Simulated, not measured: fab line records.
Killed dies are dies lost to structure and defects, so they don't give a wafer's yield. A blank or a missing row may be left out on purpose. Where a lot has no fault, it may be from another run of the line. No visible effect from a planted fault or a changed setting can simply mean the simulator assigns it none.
fab line records	flow n5Finfet	part 1 of 2: steps 1 to 42 of 44
record: lots: 5	wafers: 15	lastDay: 18
route steps=1938 shown GATE_CUT@465 PASSIVATION@1936
lots untouched by any fault: they come from a run of this same line in which no faults occurred
startH: the number of hours between the record's first day and the start of the first shown wafer of the lot	waitH: hours elapsed since this lot's preceding step	" as in the row above	L1.1+2: several wafers, shown together as one row	- value missing, or start not given	* or withheld: withheld	< > ~ a bound
route shown NAME@n: NAME is a module with steps in the file, n the number in the route of the first one	usual: average and standard deviation across the fault-free wafers	same: alike in all rows	chamber/n: place in a boat	sites: each site's reading	_std_site: their standard deviation	_edge_site: the outer-site mean with the inner-site mean subtracted	radiusMm: for every site, how far away it sits from the centre of the wafer	mask NAME#n: copy n	behind: the most recent tool/chamber to have shaped the wafer	hold: why the lot was held/for how many hours/how that ended	device: which transistor (n, p or np) failed to switch	end of line: the route-end tests of the same wafers	a step given without rows: its recipe and nothing more	killed: the dies lost at the first sort to structure and to defects; this is not the yield of the wafer	map: the dies of a wafer, with x for killed, . for not killed, _ for no die there
set.NAME: the run value of the setting; set.NAME@STEP: its run value at that earlier step	model.NAME: the simulator's own value behind a step, which no gauge read
a table for each step, a row for each wafer; lots at some steps of the route
services: from which hour (startH, from the record's first day; less than 0 if before it) a tool's chamber was out of use, for how many hours, and why
== steps ==
step: N5_GATE_CUT_ETCHBACK_00
recipe: chemistry: SF6/Cl2	target: W	pressureMtorr: 8	icpW: 900	biasW: 80	SF6_flow_sccm: 40	Cl2_flow_sccm: 60
usual: drypumpMotorCurrentA: 5.4/0.61	mfcCl2Sccm: 59.98/0.19	oesProductAu: 0.76/0.076	throttleValvePct: 27.60/0.083
lot.wafer	tool	chamber	startH	waitH	drypumpMotorCurrentA	mfcCl2Sccm	oesProductAu	rfHoursCounterH	throttleValvePct
L838.3	rieMetal-02	0	115.17	0.1	5.9	60.21	0.62	-	27.59
L838.4	"	1	"	"	4.7	59.65	0.77	-	27.50
L838.5	"	0	"	"	5.8	59.76	0.62	-	27.62
L840.1	rieMetal-01	1	131.58	0.0	4.8	60.07	0.83	28	27.61
L840.3	"	1	"	"	4.8	59.96	0.84	-	27.63
L840.6	"	1	"	"	4.8	59.98	0.84	-	27.63
L843.1	rieMetal-01	0	145.32	0.0	6.2	60.38	0.73	66	27.63
L843.2	"	1	"	"	4.9	60.06	0.84	29	27.61
L843.6	"	1	"	"	4.9	59.98	0.83	-	27.62
L847.3	rieMetal-02	1	169.12	0.1	4.7	59.62	0.74	-	27.50
L847.4	"	0	"	"	5.8	60.16	0.61	-	27.63
L847.5	"	1	"	"	4.7	59.79	0.74	-	27.51
L853.1	rieMetal-01	0	210.72	0.0	6.3	59.92	0.72	70	27.61
L853.2	"	1	"	"	4.8	60.00	0.82	34	27.64
L853.3	"	0	"	"	6.2	60.04	0.72	-	27.62
step: N5_GATE_CUT_ETCH_56
recipe: chemistry: Cl2/Ar	target: TiN	targetDepthA: 216	pressureMtorr: 10	icpW: 600	biasW: 60	Cl2_flow_sccm: 40	Ar_flow_sccm: 60
usual: drypumpMotorCurrentA: 5.4/0.61	mfcCl2Sccm: 40.02/0.11	oesProductAu: 0.75/0.078	throttleValvePct: 20.89/0.08
lot.wafer	tool	chamber	startH	waitH	drypumpMotorCurrentA	mfcCl2Sccm	oesProductAu	rfHoursCounterH	throttleValvePct
L838.3	rieMetal-02	0	115.28	0.1	5.8	39.98	0.60	-	20.92
L838.4	"	1	"	"	4.7	40.02	0.76	-	20.83
L838.5	"	0	"	"	5.8	40.06	0.60	-	20.93
L840.1	rieMetal-01	1	131.70	0.1	4.9	40.01	0.83	28	20.83
L840.3	"	1	"	"	4.9	39.69	0.83	-	20.84
L840.6	"	1	"	"	4.8	39.99	0.84	-	20.83
L843.1	rieMetal-01	0	145.44	0.1	6.3	40.00	0.74	66	20.95
L843.2	"	1	"	"	4.8	39.78	0.83	29	20.81
L843.6	"	1	"	"	4.8	39.80	0.84	-	20.82
L847.3	rieMetal-02	1	169.23	0.1	4.7	40.07	0.74	-	20.87
L847.4	"	0	"	"	5.8	40.17	0.60	-	20.94
L847.5	"	1	"	"	4.7	40.09	0.74	-	20.85
L853.1	rieMetal-01	0	210.84	0.1	6.3	40.13	0.72	70	20.96
L853.2	"	1	"	"	4.8	40.13	0.81	34	20.85
L853.3	"	0	"	"	6.2	40.15	0.73	-	20.94
step: N5_GATE_CUT_ETCHBACK_30
recipe: chemistry: Cl2/Ar	target: TiN	targetDepthA: 30	mode: isotropic	pressureMtorr: 10	icpW: 600	biasW: 60	Cl2_flow_sccm: 40	Ar_flow_sccm: 60
step: N5_GATE_CUT_VAPOR_ETCH_60
recipe: chemistry: BCl3/Cl2	target: HfO2	mode: isotropic
step: N5_GATE_CUT_ETCH_58
recipe: chemistry: CH3F/O2	target: SiNx	targetDepthA: 170	timeS: 128.6	ionEnergyEv: 50	pressureMtorr: 30	sourceW: 415	biasW: 21	Ar_flow_sccm: 150	CH3F_flow_sccm: 30	O2_flow_sccm: 20
step: N5_GATE_CUT_STRIP_59
recipe: chemistry: N2/H2	timeS: 20	powerW: 100	tempC: 40	pressureMtorr: 100	rfFrequencyHz: 6e+07	biasPowerW: 3	n2FlowSccm: 300	h2FlowSccm: 300
usual: drypumpMotorCurrentA: 5.81/0.29	oesProductAu: 0.78/0.072	rfVppV: 45.1/0.86	showerheadPlenumPTorr: 3.30/0.09	throttleValvePct: 12.23/0.22
lot.wafer	tool	chamber	startH	waitH	drypumpMotorCurrentA	oesProductAu	rfHoursCounterH	rfVppV	showerheadPlenumPTorr	throttleValvePct
L838.3	rieDiel-03	3	115.54	0.1	5.72	0.78	148	44.3	3.26	12.42
L838.4	"	2	"	"	6.07	0.71	177	43.7	3.23	12.13
L838.5	"	1	"	"	6.00	0.78	-	45.1	3.41	12.29
L840.1	rieDiel-03	2	131.97	0.1	6.05	0.71	183	44.6	3.23	12.15
L840.3	"	3	"	"	5.71	0.77	154	44.6	3.26	12.43
L840.6	"	2	"	"	6.10	0.70	-	45.2	3.23	12.15
L843.1	rieDiel-03	3	145.72	0.1	5.71	0.77	160	47.2	3.25	12.45
L843.2	"	2	"	"	6.06	0.70	189	46.4	3.23	12.17
L843.6	"	1	"	"	5.91	0.78	-	45.5	3.40	12.31
L847.3	rieDiel-03	3	169.48	0.1	5.71	0.77	169	44.1	3.25	12.47
L847.4	"	2	"	"	6.08	0.71	197	46.4	3.22	12.19
L847.5	"	0	"	"	6.44	0.94	-	45.0	3.30	11.86
L853.1	rieDiel-05	0	211.11	0.1	5.50	0.94	25	46.4	3.46	12.30
L853.2	"	1	"	"	5.80	0.72	169	46.4	3.51	12.20
L853.3	"	3	"	"	5.95	0.81	77	44.8	3.44	12.41
step: N5_GATE_CUT_PRECLEAN_31
recipe: tempC: 23	chemistry: DIW	timeS: 300
step: N5_GATE_CUT_SRD_32
recipe: timeS: 30	tempC: 23	rinseLiquid: diw	dry: ipaMarangoni
step: N5_GATE_CUT_SAC_CAP_01
recipe: material: SiNx	targetThkA: 240	tempC: 400	aldPrecursorFamily: SiH2I2	aldCoReactant: N2/H2-plasma	pulseTimeS: 1	aldCycles: 480	purgeTimeS: 2	coReactantPurgeTimeS: 2	pressureTorr: 2
step: N5_GATE_CUT_PECVD_57
recipe: material: SiNx	targetThkA: 210	tempC: 400	precursor: SiH4/NH3/N2	pressureTorr: 1.5	rfW: 300
step: N5_GATE_CUT_CMP_02
recipe: stopOn: SiO2	tOverpolishS: 12.7	postCmpClean: alkalineBrush	downForcePsi: 2.5	platenRpm: 51.8	padVelocityMS: 1.0307	targetThkNm: 0
step: N5_GATE_CUT_HM_DEP_46
recipe: material: SiO2	targetThkA: 1300	tempC: 400	precursor: TEOS/O2	pressureTorr: 6.5	rfW: 900	teosFlowSccm: 161.4	gas: O2	flowSccm: 2650	timeS: 26.6
usual: heaterPowerW: 488/66	showerheadPlenumPTorr: 8.32/0.032	susceptorTempC: 400.01/0.21	throttleValvePct: 19.2/1.1
lot.wafer	tool	chamber	startH	waitH	heaterPowerW	showerheadPlenumPTorr	susceptorTempC	throttleValvePct	model.SiO2_of_GATE_CUT_HM_DEP_46.thkNm
L838.3	pecvd-02	1	118.62	0.1	475	8.31	399.91	20.4	133
L838.4	"	0	"	"	522	8.32	399.82	20.5	135.2
L838.5	"	1	"	"	469	8.30	400.44	20.7	131.2
L840.1	pecvd-04	1	135.46	0.0	543	8.33	399.52	19.4	131.6
L840.3	"	2	"	"	545	8.28	400.12	18.7	128
L840.6	"	1	"	"	544	8.33	399.90	19.6	132.6
L843.1	pecvd-04	1	148.53	0.0	421	8.33	399.63	19.7	128.8
L843.2	"	2	"	"	490	8.31	399.88	18.6	127.4
L843.6	"	1	"	"	430	8.33	399.62	19.7	131.6
L847.3	pecvd-01	1	172.56	0.0	388	8.36	399.94	20.8	129.6
L847.4	"	1	"	"	415	8.39	399.83	21.1	132
L847.5	"	2	"	"	380	8.31	399.82	18.1	130.6
L853.1	pecvd-01	1	214.82	0.0	488	8.36	400.26	21.2	128.4
L853.2	"	2	"	"	430	8.29	400.02	18.2	127.2
L853.3	"	0	"	"	504	8.34	-	18.1	91.4
step: N5_GATE_CUT_COAT_34
recipe: resist: SOC	tempC: 250	timeS: 60	spinRpm: 1500	resistThkNm: 60
step: N5_GATE_CUT_COAT_35
recipe: resist: SiARC	tempC: 220	timeS: 60	spinRpm: 1500	resistThkNm: 10
step: N5_GATE_CUT_COAT_27
recipe: resist: underlayer	tempC: 205	timeS: 60	spinRpm: 1500	resistThkNm: 10
step: N5_GATE_CUT_COAT_07
recipe: resist: CAR-EUV	spinRpm: 1500	resistThkNm: 30
step: N5_GATE_CUT_EBR_09
recipe: solvent: PGMEA	ebrWidthMm: 1.5
step: N5_GATE_CUT_SOFTBAKE_08
recipe: tempC: 110	timeS: 60	resist: CAR-EUV
step: N5_GATE_CUT_EXPOSE_10
recipe: maskId: GATE_CUT	na: 0.33	sourceShape: annular	sigmaInner: 0.35	sigmaOuter: 0.8	polarization: unpolarized	targetCdNm: 20	doseMj: 43.25
step: N5_GATE_CUT_PEB_11
recipe: pebTempC: 100	pebTimeS: 60	resist: CAR-EUV
step: N5_GATE_CUT_DEVELOP_12
recipe: developTimeS: 30	developer: TMAH	resist: CAR-EUV	rinseLiquid: surfactantRinse	dry: airSpin	devTempC: 23
step: N5_GATE_CUT_CD_MEAS_13
recipe: targetCdNm: 20	landingEnergyEv: 500	detector: seInlens
usual: cdNm: 20.24/0.26
same: landingEnergyEv: 500
lot.wafer	tool	chamber	startH	waitH	cdNm
L838.3	cdSem-03	0	118.96	-	20.26
L838.4	"	0	"	"	19.89
L838.5	"	0	"	"	20.03
L840.1	cdSem-03	0	135.80	-	20.26
L840.3	"	0	"	"	20.54
L840.6	"	0	"	"	20.16
L843.1	cdSem-01	0	148.88	-	20.17
L843.2	"	0	"	"	20.43
L843.6	"	0	"	"	20.63
L847.3	cdSem-01	0	173.02	-	20.22
L847.4	"	0	"	"	20.58
L847.5	"	0	"	"	20.35
L853.1	cdSem-01	0	215.15	-	20.14
L853.2	"	0	"	"	20.20
L853.3	"	0	"	"	19.90
step: N5_GATE_CUT_OVL_MEAS_14
recipe: pointsPerWafer: 522
usual: GATE_CUT_OVL: -0.1/0.66
lot.wafer	tool	chamber	startH	waitH	GATE_CUT_OVL[nm]
L838.3	overlay-02	0	119.00	0.0	-0.9
L838.4	"	0	"	"	-0.9
L838.5	"	0	"	"	-1.3
L840.1	overlay-02	0	135.83	0.0	0.8
L840.3	"	0	"	"	-0.5
L840.6	"	0	"	"	-0.2
L843.1	overlay-01	0	148.91	0.0	-0.7
L843.2	"	0	"	"	-0.4
L843.6	"	0	"	"	-0.2
L847.3	overlay-02	0	173.06	0.0	-1.9
L847.4	"	0	"	"	-0.2
L847.5	"	0	"	"	-0.8
L853.1	overlay-01	0	215.18	0.0	1.0
L853.2	"	0	"	"	-0.4
L853.3	"	0	"	"	0.3
step: N5_GATE_CUT_INSPECT_15
recipe: mode: adi	inspectInstrument: brightfield
usual: rawDefectCount: 127/37
lot.wafer	tool	chamber	startH	waitH	rawDefectCount
L838.3	defectInspect-01	-	119.05	0.0	135
L838.4	"	-	"	"	120
L838.5	"	-	"	"	150
L840.1	defectInspect-01	-	135.89	0.1	183
L840.3	"	-	"	"	156
L840.6	"	-	"	"	107
L843.1	defectInspect-01	-	148.97	0.1	125
L843.2	"	-	"	"	101
L843.6	"	-	"	"	149
L847.3	defectInspect-01	-	173.11	0.0	137
L847.4	"	-	"	"	98
L847.5	"	-	"	"	86
L853.1	defectInspect-01	-	215.24	0.1	130
L853.2	"	-	"	"	80
L853.3	"	-	"	"	128
step: N5_GATE_CUT_DESCUM_18
recipe: chemistry: O2	timeS: 7	sourcePowerW: 50	biasPowerW: 20	pressureMtorr: 20	rfFrequencyHz: 2.712e+07	tempC: 40	resist: CAR-EUV	o2FlowSccm: 225
step: N5_GATE_CUT_ETCH_28
recipe: chemistry: N2/H2	target: underlayer	targetDepthA: 130	maskMaterial: CAR-EUV	timeS: 10.4	ionEnergyEv: 200	pressureMtorr: 30	sourceW: 840	biasW: 150	n2FlowSccm: 200	h2FlowSccm: 200	ends: cleared
usual: drypumpMotorCurrentA: 5.77/0.28	etchRfOnTimeS: 10.3/0.41	oesProductAu: 0.68/0.07	rfVppV: 522.6/2.4	showerheadPlenumPTorr: 2.50/0.086	throttleValvePct: 17.89/0.21
lot.wafer	tool	chamber	startH	waitH	drypumpMotorCurrentA	etchRfOnTimeS	oesProductAu	rfHoursCounterH	rfVppV	showerheadPlenumPTorr	throttleValvePct
L838.3	rieDiel-03	1	119.17	0.0	5.99	10.0	0.69	119	524.7	2.57	17.94
L838.4	"	2	"	"	6.09	10.2	0.61	-	521.1	2.43	17.76
L838.5	"	1	"	"	5.92	10.1	0.68	-	525.8	2.57	17.95
L840.1	rieDiel-03	2	135.95	0.0	6.05	10.1	0.61	185	518.9	2.43	17.74
L840.3	"	3	"	"	5.70	10.6	0.65	156	521.8	2.45	18.10
L840.6	"	3	"	"	5.70	10.5	0.66	-	521.6	2.45	18.12
L843.1	rieDiel-05	0	149.22	0.0	5.52	10.1	0.85	5	524.3	2.62	18.11
L843.2	"	3	"	"	5.93	10.7	0.71	59	526.3	2.60	18.15
L843.6	"	0	"	"	5.55	10.0	0.86	-	525.9	2.62	18.11
L847.3	rieDiel-03	1	173.17	0.0	6.05	10.1	0.68	136	525.0	2.56	17.97
L847.4	"	3	"	"	5.71	10.6	0.65	169	519.0	2.44	18.14
L847.5	"	2	"	"	6.06	10.1	0.60	-	521.4	2.42	17.79
L853.1	rieDiel-06	1	215.31	0.0	5.65	10.4	0.64	178	521.6	2.44	18.03
L853.2	"	0	"	"	5.57	10.6	0.73	48	522.1	2.48	17.70
L853.3	"	3	"	"	5.85	9.9	0.67	146	520.6	2.42	17.71
step: N5_GATE_CUT_ETCH_36
recipe: chemistry: CF4	target: SiARC	targetDepthA: 130	maskMaterial: CAR-EUV	timeS: 21.7	ionEnergyEv: 80	pressureMtorr: 40	sourceW: 545	biasW: 36	Ar_flow_sccm: 100	cf4FlowSccm: 100	ends: cleared
step: N5_GATE_CUT_ETCH_37
recipe: chemistry: N2/H2	target: SOC	targetDepthA: 600	overetchA: 120	maskMaterial: SiARC	tempC: 40	timeS: 90	ionEnergyEv: 200	pressureMtorr: 30	sourceW: 840	biasW: 150	n2FlowSccm: 200	h2FlowSccm: 200
step: N5_GATE_CUT_STRIP_38
recipe: chemistry: N2/H2	tempC: 40	n2FlowSccm: 200	h2FlowSccm: 200	rfFrequencyHz: 6e+07
step: N5_GATE_CUT_STRIP_39
recipe: chemistry: N2/H2	tempC: 40	n2FlowSccm: 200	h2FlowSccm: 200	rfFrequencyHz: 6e+07
step: N5_GATE_CUT_HM_OPEN_40
recipe: chemistry: C4F6/O2	target: SiO2	maskMaterial: SiARC	targetDepthA: 1390	timeS: 85.1	ionEnergyEv: 250	pressureMtorr: 30	sourceW: 345	biasW: 185	Ar_flow_sccm: 300	C4F6_flow_sccm: 10	O2_flow_sccm: 10	ends: cleared
usual: drypumpMotorCurrentA: 5.77/0.28	etchRfOnTimeS: 93.8/2.7	oesProductAu: 0.72/0.075	rfVppV: 664/15	showerheadPlenumPTorr: 2.79/0.094	throttleValvePct: 20.91/0.25
lot.wafer	tool	chamber	startH	waitH	drypumpMotorCurrentA	etchRfOnTimeS	oesProductAu	rfHoursCounterH	rfVppV	showerheadPlenumPTorr	throttleValvePct	model.etch.depthNm	model.SOC_of_GATE_CUT_COAT_34.thkNm
L838.3	rieDiel-03	1	119.30	0.0	6.00	95.2	0.71	119	650	2.85	20.86	132.9	32.6
L838.4	"	2	"	"	6.01	97.1	0.65	-	639	2.76	21.07	135.2	32
L838.5	"	1	"	"	5.97	94.1	0.71	-	651	2.85	20.84	131.2	33.2
L840.1	rieDiel-03	2	136.08	0.0	6.06	96.5	0.63	185	638	2.76	21.05	131.6	33
L840.3	"	3	"	"	5.71	92.8	0.70	156	671	2.72	21.07	127.9	33.8
L840.6	"	3	"	"	5.71	96.5	0.70	-	674	2.73	21.10	132.5	33
L843.1	rieDiel-05	0	149.35	0.0	5.48	89.4	0.91	5	666	2.91	21.18	128.8	34
L843.2	"	3	"	"	5.95	92.3	0.76	59	681	2.92	21.24	127.5	32.8
L843.6	"	0	"	"	5.50	90.8	0.91	-	664	2.91	21.19	131.6	33.2
L847.3	rieDiel-03	1	173.30	0.0	5.97	92.8	0.70	136	650	2.84	20.86	129.6	33.4
L847.4	"	3	"	"	5.69	95.4	0.69	169	673	2.72	21.10	131.9	32.8
L847.5	"	2	"	"	6.04	93.0	0.63	-	639	2.75	21.09	130.6	32.8
L853.1	rieDiel-06	1	215.44	0.0	5.69	93.1	0.67	178	644	2.68	20.67	128.4	32.2
L853.2	"	0	"	"	5.58	93.5	0.77	48	671	2.75	20.56	127.3	33
L853.3	"	3	"	"	5.87	64.2	0.70	146	670	2.71	20.73	91.43	41
step: N5_GATE_CUT_STRIP_41
recipe: chemistry: CF4	resist: SiARC	powerW: 300	biasPowerW: 75	pressureMtorr: 50	cf4FlowSccm: 150	rfFrequencyHz: 6e+07
step: N5_GATE_CUT_STRIP_42
recipe: chemistry: O2	powerW: 400	tempC: 40	pressureMtorr: 30	rfFrequencyHz: 6e+07	biasPowerW: 0	overashFraction: 0.3	o2FlowSccm: 225
step: N5_GATE_CUT_ETCH_19
recipe: chemistry: CH3F/O2	target: SiNx	maskMaterial: SiO2	targetDepthA: 537	timeS: 76.7	pressureMtorr: 30	sourceW: 395	biasW: 73	Ar_flow_sccm: 150	CH3F_flow_sccm: 30	O2_flow_sccm: 20	ionEnergyEv: 120	ends: cleared
step: N5_GATE_CUT_CUT_ETCH_53
recipe: chemistry: SF6/Cl2	target: W	maskMaterial: SiO2	targetDepthA: 792	pressureMtorr: 8	icpW: 900	biasW: 80	SF6_flow_sccm: 40	Cl2_flow_sccm: 60	ends: cleared
step: N5_GATE_CUT_CUT_ETCH_54
recipe: chemistry: Cl2/BCl3	target: TiN	maskMaterial: SiO2	targetDepthA: 967	pressureMtorr: 10	icpW: 1000	biasW: 126	Cl2_flow_sccm: 53.25	bcl3FlowSccm: 21.75	Ar_flow_sccm: 25	ends: cleared
usual: drypumpMotorCurrentA: 5.4/0.61	etchRfOnTimeS: 36.9/1.6	mfcCl2Sccm: 53.25/0.15	oesProductAu: 0.67/0.072	throttleValvePct: 22.32/0.081
lot.wafer	tool	chamber	startH	waitH	drypumpMotorCurrentA	etchRfOnTimeS	mfcCl2Sccm	oesProductAu	rfHoursCounterH	throttleValvePct
L838.3	rieMetal-01	1	119.61	0.0	4.9	35.8	53.22	0.76	-	22.26
L838.4	"	0	"	"	6.3	35.0	53.26	0.67	-	22.39
L838.5	"	1	"	"	4.8	35.4	53.06	0.77	-	22.24
L840.1	rieMetal-01	0	136.37	0.0	6.3	34.6	53.12	0.67	65	22.40
L840.3	"	1	"	"	4.8	35.7	53.01	0.76	-	22.26
L840.6	"	1	"	"	4.9	35.7	53.31	0.76	-	22.27
L843.1	rieMetal-02	1	149.63	0.0	4.7	38.2	53.16	0.67	40	22.32
L843.2	"	0	"	"	5.8	39.2	53.18	0.54	124	22.36
L843.6	"	1	"	"	4.7	38.2	53.19	0.67	-	22.34
L847.3	rieMetal-03	0	173.61	0.0	5.5	37.6	53.04	0.73	-	22.16
L847.4	"	1	"	"	4.9	38.4	53.23	0.69	-	22.47
L847.5	"	0	"	"	5.5	38.0	53.22	0.73	-	22.18
L853.1	rieMetal-01	0	215.73	0.0	6.3	35.1	53.49	0.65	71	22.42
L853.2	"	1	"	"	4.9	35.8	53.38	0.73	35	22.29
L853.3	"	0	"	"	6.3	35.1	53.33	0.66	-	22.41
step: N5_GATE_CUT_CUT_ETCH_55
recipe: chemistry: BCl3	target: HfO2	maskMaterial: SiO2	targetDepthA: 32	ionEnergyEv: 30	pressureMtorr: 5	icpW: 450	biasW: 18	bcl3FlowSccm: 80
step: N5_GATE_CUT_ETCH_47
recipe: chemistry: Cl2/BCl3	target: SiO2	targetDepthA: 100	pressureMtorr: 10	icpW: 1000	biasW: 126	Cl2_flow_sccm: 53.25	bcl3FlowSccm: 21.75	Ar_flow_sccm: 25
step: N5_GATE_CUT_VAPOR_ETCH_48
recipe: chemistry: BCl3/Cl2	target: TiN	mode: isotropic
step: N5_GATE_CUT_VAPOR_ETCH_49
recipe: chemistry: BCl3/Cl2	target: TiAlC	mode: isotropic
step: N5_GATE_CUT_VAPOR_ETCH_51
recipe: chemistry: BCl3/Cl2	target: HfO2	mode: isotropic
step: N5_GATE_CUT_THK_MEAS_24
recipe: reads: SiO2_of_GATE_CUT_HM_DEP_46+SiO2_flowable_of_ILD0_FCVD_FILL_01
usual: GC_FILL_THK: 220.5/2.6
lot.wafer	tool	chamber	startH	waitH	GC_FILL_THK[nm]
L838.3	filmMetro-01	-	121.80	-	222.1
L838.4	"	-	"	"	225.2
L838.5	"	-	"	"	220.8
L840.1	filmMetro-02	-	138.55	-	222.0
L840.3	"	-	"	"	216.9
L840.6	"	-	"	"	221.1
L843.1	filmMetro-01	-	152.15	-	220.3
L843.2	"	-	"	"	217.3
L843.6	"	-	"	"	222.5
L847.3	filmMetro-01	-	175.77	-	220.8
L847.4	"	-	"	"	222.7
L847.5	"	-	"	"	220.3
L853.1	filmMetro-01	-	217.91	-	219.1
L853.2	"	-	"	"	218.2
L853.3	"	-	"	"	181.2
== key ==
firstSign: step: N5_GATE_CUT_HM_OPEN_40	reading: etchRfOnTimeS	direction: down	sigmas: 11	usual: *	struck: *
effect: step: N5_GATE_CUT_THK_MEAS_24	reading: GC_FILL_THK	direction: down	sigmas: 15	usual: 220.5	struck: 181.2
modelEffect: step: N5_GATE_CUT_HM_DEP_46	value: SiO2_of_GATE_CUT_HM_DEP_46.thkNm	without: 128	struck: 91.4
modelEffect: step: N5_GATE_CUT_HM_OPEN_40	value: etch.depthNm	without: 128.1	struck: 91.43
modelEffect: step: N5_GATE_CUT_CMP_43	value: SiO2_of_GATE_CUT_HM_DEP_46.thkNm	without: 4.8	struck: 3.2
metAt N5_GATE_CUT_HM_DEP_46
struckWafers L853.3
testerLeftOut L853
onsetBetween 172.56 214.82
fault: kind: processParameterDrift	tool: pecvd-01	chamber: -	onsetH: 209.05	steps: N5_GATE_CUT_HM_DEP_46	channel: timeS	offset: *	shape: step	endH: 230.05	scope: struckWafersOnly	actsIn: *	stated: *
testerLeftOut: of these lots the tester's yield and bins aren't shown, on N5 and GAA mostly nor the transistor test; their killed dies are dies lost to structure and defects alone, not to doping, threshold or leakage, so they don't give the yield
